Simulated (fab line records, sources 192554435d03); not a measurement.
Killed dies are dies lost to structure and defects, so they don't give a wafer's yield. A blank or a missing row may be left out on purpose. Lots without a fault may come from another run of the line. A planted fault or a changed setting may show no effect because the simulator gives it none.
Split-lot experiment | flow n5_finfet | 7 lots, 21 wafers read, on a route of 1938 steps

THE SPLIT
At N5_BEOL_M9_COAT_05 (resist thk 90 nm), the setting spin_rpm was moved away from the recipe's 1500 rpm on 5 of the 21 wafers read, by -6.3% to +6.4%. The other wafers ran this setting at the recipe's value.

FROM THE SPLIT TO THE READING: what the file shows between them, 4 steps
- N5_BEOL_M9_EBR_07
- N5_BEOL_M9_SOFTBAKE_06: time 60 s
- N5_BEOL_M9_EXPOSE_08: exposes mask M9
- N5_BEOL_M9_PEB_09: peb time 60 s

THE READING
CAR-ArF_of_BEOL_M9_COAT_05.thk_nm (the simulator's own value, which no gauge read), in nm, at N5_BEOL_M9_DEVELOP_10 (develop time 30 s). The file gives no usual value for it. The 16 wafers here that ran the recipe average 88.2 nm, standard deviation 0.3 nm.

wafer  | tool, chamber at the split | spin_rpm as run, rpm | against the recipe | CAR-ArF_of_BEOL_M9_COAT_05.thk_nm, nm | against lot-mates on the recipe
L076.1 | litho_track-01, 0          | 1500                 | recipe             | 88.8                                  | -
L076.2 | litho_track-01, 0          | 1500                 | recipe             | 88.6                                  | -
L076.4 | litho_track-01, 0          | 1500                 | recipe             | 88.6                                  | -
L075.1 | litho_track-05, 0          | 1500                 | recipe             | 88.4                                  | -
L075.5 | litho_track-05, 0          | 1500                 | recipe             | 88.4                                  | -
L075.3 | litho_track-05, 0          | 1500                 | recipe             | 88                                    | -
L079.1 | litho_track-02, 0          | 1406                 | -6.3%              | 91.6                                  | +3.0
L079.2 | litho_track-02, 0          | 1500                 | recipe             | 88.6                                  | -
L079.4 | litho_track-02, 0          | 1406                 | -6.3%              | 91.4                                  | +2.8
L084.4 | litho_track-05, 0          | 1500                 | recipe             | 87.8                                  | -
L084.6 | litho_track-05, 0          | 1500                 | recipe             | 87.8                                  | -
L084.5 | litho_track-05, 0          | 1500                 | recipe             | 88                                    | -
L088.1 | litho_track-01, 0          | 1500                 | recipe             | 87.8                                  | -
L088.2 | litho_track-01, 0          | 1500                 | recipe             | 88.2                                  | -
L088.4 | litho_track-01, 0          | 1500                 | recipe             | 88.2                                  | -
L094.1 | litho_track-02, 0          | 1596                 | +6.4%              | 85.4                                  | -2.8
L094.6 | litho_track-02, 0          | 1596                 | +6.4%              | 85.4                                  | -2.8
L094.5 | litho_track-02, 0          | 1500                 | recipe             | 88.2                                  | -
L096.1 | litho_track-01, 0          | 1500                 | recipe             | 88.2                                  | -
L096.6 | litho_track-01, 0          | 1500                 | recipe             | 88.2                                  | -
L096.4 | litho_track-01, 0          | 1579                 | +5.3%              | 85.8                                  | -2.4

THE FIT
A straight line over all 21 wafers: CAR-ArF_of_BEOL_M9_COAT_05.thk_nm changes by -0.48 nm for each +1% of spin_rpm; r = -0.98; the points scatter about the line by 0.3 nm.
The same after taking each lot's own level away (the mean of its wafers on the recipe; 21 wafers): -0.451 nm for each +1%; r = -1.00; scatter 0.13 nm.
On that fit, the largest move of spin_rpm shifts the reading by 2.9 nm.
The lots' own levels span 87.87 to 88.67 nm, that is 2.7 times the standard deviation above.
So the lot-to-lot level changes the slope little: the two slopes agree.
Check: with one of the wafers moved furthest among these (+6.4%) left out of the fit, the line predicts -2.9 nm for it against its lot-mates. It came out at -2.8 nm against them.

OTHER SPLITS ON THESE WAFERS
These wafers also went through other splits before the reading. Each is held against what the fit with the lots' levels taken away leaves over:
other split on the same wafers     | wafers away from the commonest value | r with CAR-ArF_of_BEOL_M9_COAT_05.thk_nm (lot level and that fit taken away)
N5_BEOL_M6_TRENCH_ETCH_37 time_s   | 8                                    | +0.00
N5_BEOL_M8_PECVD_70 temp_c         | 7                                    | +0.27
N5_BEOL_M8_ETCH_62 source_w        | 9                                    | -0.09
N5_BEOL_M8_STRIP_19 pressure_mtorr | 15                                   | +0.02

THE WHOLE CHAIN: every reading that the file lists as answering this split, in the file's order
step                  | what it does      | reading                                                                            | change (the file's fit)               | r (the file's)
N5_BEOL_M9_COAT_05    | resist thk 90 nm  | CAR-ArF_of_BEOL_M9_COAT_05.thk_nm (the simulator's own value, which no gauge read) | -0.463 nm for each +1% of the setting | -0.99
N5_BEOL_M9_DEVELOP_10 | develop time 30 s | CAR-ArF_of_BEOL_M9_COAT_05.thk_nm (the simulator's own value, which no gauge read) | -0.451 nm for each +1% of the setting | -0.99

THE FILE'S OWN FIT
CAR-ArF_of_BEOL_M9_COAT_05.thk_nm changes by -0.451 nm for each +1% of spin_rpm, r = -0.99.
